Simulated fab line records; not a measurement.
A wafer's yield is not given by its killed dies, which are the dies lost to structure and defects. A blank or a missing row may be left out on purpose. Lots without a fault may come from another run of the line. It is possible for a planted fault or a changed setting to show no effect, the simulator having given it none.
Which tool is to blame? :: flow nand_harc :: 13 lots, 37 wafers sampled, at 5 steps of a route of 1159

## WHAT THE GAUGES READ, wafer by wafer
NHARC_END_SORT_01. Usual: killed_at_array 25, standard deviation 9.5; killed_at_other 0.8, standard deviation 1.2; killed_at_periphery 3.4, standard deviation 2.2; killed_dies 29, standard deviation 10; killed_open 3.3, standard deviation 1.8; killed_short 2.1, standard deviation 1.4.
lot: L216
measured: day 24 09:15
on: prober-01
killed_at_array: 37
killed_at_other: 0
killed_at_periphery: 4
killed_dies: 41
killed_open: 1
killed_short: 1
flag: 

## TOOL THAT RAN EACH LOT (tool first, then ch and the chambers of the sampled wafers, then the start)
lot: L197
NHARC_A_CONTACT_ETCH_114: har_cap_etch-02 ch 0,1, day 16 09:47
NHARC_A_CONTACT_ETCH_121: har_cap_etch-02 ch 0,1, day 16 10:25
NHARC_A_CONTACT_ETCH_122: har_cap_etch-02 ch 0,1, day 16 10:31
NHARC_A_CONTACT_ETCH_90: rie_diel-09 ch 0,1,2, day 16 11:11

lot: L199
NHARC_A_CONTACT_ETCH_114: har_cap_etch-03 ch 0,1, day 17 00:19
NHARC_A_CONTACT_ETCH_121: har_cap_etch-03 ch 0,1, day 17 00:57
NHARC_A_CONTACT_ETCH_122: har_cap_etch-03 ch 0,1, day 17 01:02
NHARC_A_CONTACT_ETCH_90: rie_diel-11 ch 1,2, day 17 01:44

lot: L200
NHARC_A_CONTACT_ETCH_114: har_cap_etch-01 ch 0,1, day 17 02:13
NHARC_A_CONTACT_ETCH_121: har_cap_etch-01 ch 0,1, day 17 02:51
NHARC_A_CONTACT_ETCH_122: har_cap_etch-01 ch 0,1, day 17 02:56
NHARC_A_CONTACT_ETCH_90: rie_diel-11 ch 0,1,2, day 17 03:40

lot: L203
NHARC_A_CONTACT_ETCH_114: har_cap_etch-01 ch 0,1, day 18 09:31
NHARC_A_CONTACT_ETCH_121: har_cap_etch-01 ch 0,1, day 18 10:10
NHARC_A_CONTACT_ETCH_122: har_cap_etch-01 ch 0,1, day 18 10:15
NHARC_A_CONTACT_ETCH_90: rie_diel-11 ch 1,2,3, day 18 10:57

lot: L204
NHARC_A_CONTACT_ETCH_114: har_cap_etch-02 ch 0,1, day 18 09:59
NHARC_A_CONTACT_ETCH_121: har_cap_etch-02 ch 0,1, day 18 10:37
NHARC_A_CONTACT_ETCH_122: har_cap_etch-02 ch 0,1, day 18 10:43
NHARC_A_CONTACT_ETCH_90: rie_diel-10 ch 0,1,3, day 18 11:24

lot: L205
NHARC_A_CONTACT_ETCH_114: har_cap_etch-03 ch 0,1, day 18 15:17
NHARC_A_CONTACT_ETCH_121: har_cap_etch-03 ch 0,1, day 18 15:56
NHARC_A_CONTACT_ETCH_122: har_cap_etch-03 ch 0,1, day 18 16:01
NHARC_A_CONTACT_ETCH_90: rie_diel-10 ch 0,1,2, day 18 16:42

lot: L206
NHARC_A_CONTACT_ETCH_114: har_cap_etch-01 ch 0, day 18 17:02
NHARC_A_CONTACT_ETCH_121: har_cap_etch-01 ch 0, day 18 17:40
NHARC_A_CONTACT_ETCH_122: har_cap_etch-01 ch 0, day 18 17:46
NHARC_A_CONTACT_ETCH_90: rie_diel-11 ch 0,1,2, day 18 18:27

lot: L202
NHARC_A_CONTACT_ETCH_114: har_cap_etch-01 ch 0,1, day 18 20:01
NHARC_A_CONTACT_ETCH_121: har_cap_etch-01 ch 0,1, day 18 20:38
NHARC_A_CONTACT_ETCH_122: har_cap_etch-01 ch 0,1, day 18 20:44
NHARC_A_CONTACT_ETCH_90: rie_diel-11 ch 1,2,3, day 18 21:26

lot: L207
NHARC_A_CONTACT_ETCH_114: har_cap_etch-02 ch 0,1, day 18 22:03
NHARC_A_CONTACT_ETCH_121: har_cap_etch-02 ch 0,1, day 18 22:41
NHARC_A_CONTACT_ETCH_122: har_cap_etch-02 ch 0,1, day 18 22:47
NHARC_A_CONTACT_ETCH_90: rie_diel-10 ch 0,1,3, day 18 23:28

lot: L211
NHARC_A_CONTACT_ETCH_114: har_cap_etch-02 ch 0,1, day 20 13:16
NHARC_A_CONTACT_ETCH_121: har_cap_etch-02 ch 0,1, day 20 13:55
NHARC_A_CONTACT_ETCH_122: har_cap_etch-02 ch 0,1, day 20 14:00
NHARC_A_CONTACT_ETCH_90: rie_diel-11 ch 2, day 20 14:39

lot: L215
NHARC_A_CONTACT_ETCH_114: har_cap_etch-01 ch 0,1, day 21 06:22
NHARC_A_CONTACT_ETCH_121: har_cap_etch-01 ch 0,1, day 21 06:59
NHARC_A_CONTACT_ETCH_122: har_cap_etch-01 ch 0,1, day 21 07:05
NHARC_A_CONTACT_ETCH_90: rie_diel-11 ch 0,3, day 21 07:46

lot: L216
NHARC_A_CONTACT_ETCH_114: har_cap_etch-02 ch 1, day 21 12:36
NHARC_A_CONTACT_ETCH_121: har_cap_etch-02 ch 1, day 21 13:14
NHARC_A_CONTACT_ETCH_122: har_cap_etch-02 ch 1, day 21 13:20
NHARC_A_CONTACT_ETCH_90: rie_diel-11 ch 0,2, day 21 14:04

lot: L218
NHARC_A_CONTACT_ETCH_114: har_cap_etch-02 ch 0,1, day 22 01:29
NHARC_A_CONTACT_ETCH_121: har_cap_etch-02 ch 0,1, day 22 02:07
NHARC_A_CONTACT_ETCH_122: har_cap_etch-02 ch 0,1, day 22 02:13
NHARC_A_CONTACT_ETCH_90: rie_diel-09 ch 0,2,3, day 22 02:53
- NHARC_A_CONTACT_ETCH_114: etches the open film in C4F8/O2/Ar, time 94 s, target depth 922 nm.
- NHARC_A_CONTACT_ETCH_121: etches the open film in C4F8/O2/Ar, time 94 s, target depth 922 nm.
- NHARC_A_CONTACT_ETCH_122: etches the open film in C4F8/O2/Ar, time 95 s, target depth 930 nm.
- NHARC_A_CONTACT_ETCH_90: etches the open film in CH3F/O2, target depth 40 nm, time 85.7 s.

## WHAT THE TOOLS THEMSELVES READ (means of the sampled wafers that have a number; where no wafer has one, the mark that the record gives instead)
NHARC_A_CONTACT_ETCH_90. Usual: drypump_motor_current_A 5.5 A, standard deviation 0.33; oes_product_au 0.96 a.u., standard deviation 0.037; rf_vpp_V 243.5 V, standard deviation 1.9; run_length_s 107.2 s, standard deviation 0.43; showerhead_plenum_p_Torr 2.40 Torr, standard deviation 0.12; throttle_valve_pct 20.662 %, standard deviation 0.0088.
lot: L197
tool: rie_diel-09
drypump_motor_current_A (A): 5.6
oes_product_au (a.u.): 0.92
rf_vpp_V (V): 244.1
run_length_s (s): 106.9
showerhead_plenum_p_Torr (Torr): 2.50
throttle_valve_pct (%): 20.663
flag: 

lot: L199
tool: rie_diel-11
drypump_motor_current_A (A): 5.7
oes_product_au (a.u.): 0.95
rf_vpp_V (V): 242.1
run_length_s (s): 106.9
showerhead_plenum_p_Torr (Torr): 2.29
throttle_valve_pct (%): 20.666
flag: 

lot: L200
tool: rie_diel-11
drypump_motor_current_A (A): 5.6
oes_product_au (a.u.): 1.00
rf_vpp_V (V): 243.3
run_length_s (s): 107.4
showerhead_plenum_p_Torr (Torr): 2.37
throttle_valve_pct (%): 20.667
flag: 

lot: L203
tool: rie_diel-11
drypump_motor_current_A (A): 5.6
oes_product_au (a.u.): 1.00
rf_vpp_V (V): 243.3
run_length_s (s): 107.2
showerhead_plenum_p_Torr (Torr): 2.29
throttle_valve_pct (%): 20.656
flag: 

lot: L204
tool: rie_diel-10
drypump_motor_current_A (A): 5.4
oes_product_au (a.u.): 1.01
rf_vpp_V (V): 244.7
run_length_s (s): 107.2
showerhead_plenum_p_Torr (Torr): 2.50
throttle_valve_pct (%): 20.656
flag: 

lot: L205
tool: rie_diel-10
drypump_motor_current_A (A): 5.5
oes_product_au (a.u.): 1.01
rf_vpp_V (V): 244.1
run_length_s (s): 107.6
showerhead_plenum_p_Torr (Torr): 2.43
throttle_valve_pct (%): 20.662
flag: 

lot: L206
tool: rie_diel-11
drypump_motor_current_A (A): 5.6
oes_product_au (a.u.): 0.96
rf_vpp_V (V): 242.2
run_length_s (s): 107.2
showerhead_plenum_p_Torr (Torr): 2.37
throttle_valve_pct (%): 20.661
flag: 

lot: L202
tool: rie_diel-11
drypump_motor_current_A (A): 5.6
oes_product_au (a.u.): 1.00
rf_vpp_V (V): 241.6
run_length_s (s): 107.2
showerhead_plenum_p_Torr (Torr): 2.29
throttle_valve_pct (%): 20.663
flag: 

lot: L207
tool: rie_diel-10
drypump_motor_current_A (A): 5.4
oes_product_au (a.u.): 1.01
rf_vpp_V (V): 244.1
run_length_s (s): 107.2
showerhead_plenum_p_Torr (Torr): 2.50
throttle_valve_pct (%): 20.668
flag: 

lot: L211
tool: rie_diel-11
drypump_motor_current_A (A): 5.8
oes_product_au (a.u.): 0.92
rf_vpp_V (V): 242.9
run_length_s (s): 90.5
showerhead_plenum_p_Torr (Torr): 2.29
throttle_valve_pct (%): 20.660
flag: OFF

lot: L215
tool: rie_diel-11
drypump_motor_current_A (A): 5.2
oes_product_au (a.u.): 0.92
rf_vpp_V (V): 243.9
run_length_s (s): 96.4
showerhead_plenum_p_Torr (Torr): 2.45
throttle_valve_pct (%): 20.665
flag: OFF

lot: L216
tool: rie_diel-11
drypump_motor_current_A (A): 5.6
oes_product_au (a.u.): 1.00
rf_vpp_V (V): 244.4
run_length_s (s): 90.7
showerhead_plenum_p_Torr (Torr): 2.41
throttle_valve_pct (%): 20.664
flag: OFF

lot: L218
tool: rie_diel-09
drypump_motor_current_A (A): 5.7
oes_product_au (a.u.): 0.93
rf_vpp_V (V): 245.9
run_length_s (s): 106.9
showerhead_plenum_p_Torr (Torr): 2.53
throttle_valve_pct (%): 20.660
flag: 

## THE ANSWER, worked out from the rows above alone
Rule: lot off if the mean of its wafers having a number is beyond 3 standard deviations from the usual mean. A lot without any number at a reading at which 4 lots or more have one is off too. Any other lot the step has rows for is counted as sound. Order of review: gauges by route order, followed by the tools' own readings, for which a lot's mean as printed above is used. At the first step where some lot is off, the reading lying furthest off is the one used; lots without a number count as furthest.
Off: L211, L215, L216 (NHARC_A_CONTACT_ETCH_90, run_length_s).
If a tool, at that step or one of the process steps before it, ran each lot that is off and ran no sound lot following the first of them, it fits. One fits: NHARC_A_CONTACT_ETCH_90 on rie_diel-11. A fault onset in the window from L202 (day 18 21:26, its last sound lot) to L211 (day 20 14:39, its first lot off) fits.
The tool's own readings at NHARC_A_CONTACT_ETCH_90 bear it out: on the lots that are off they differ by more than 5 times the standard deviation of the sound lots' means. run_length_s reads 92.5 s there against 107.2 s on the sound lots.

## WHAT THE SIMULATOR HAD INSERTED
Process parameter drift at NHARC_A_CONTACT_ETCH_90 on rie_diel-11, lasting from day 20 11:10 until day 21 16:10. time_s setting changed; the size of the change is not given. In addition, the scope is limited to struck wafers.
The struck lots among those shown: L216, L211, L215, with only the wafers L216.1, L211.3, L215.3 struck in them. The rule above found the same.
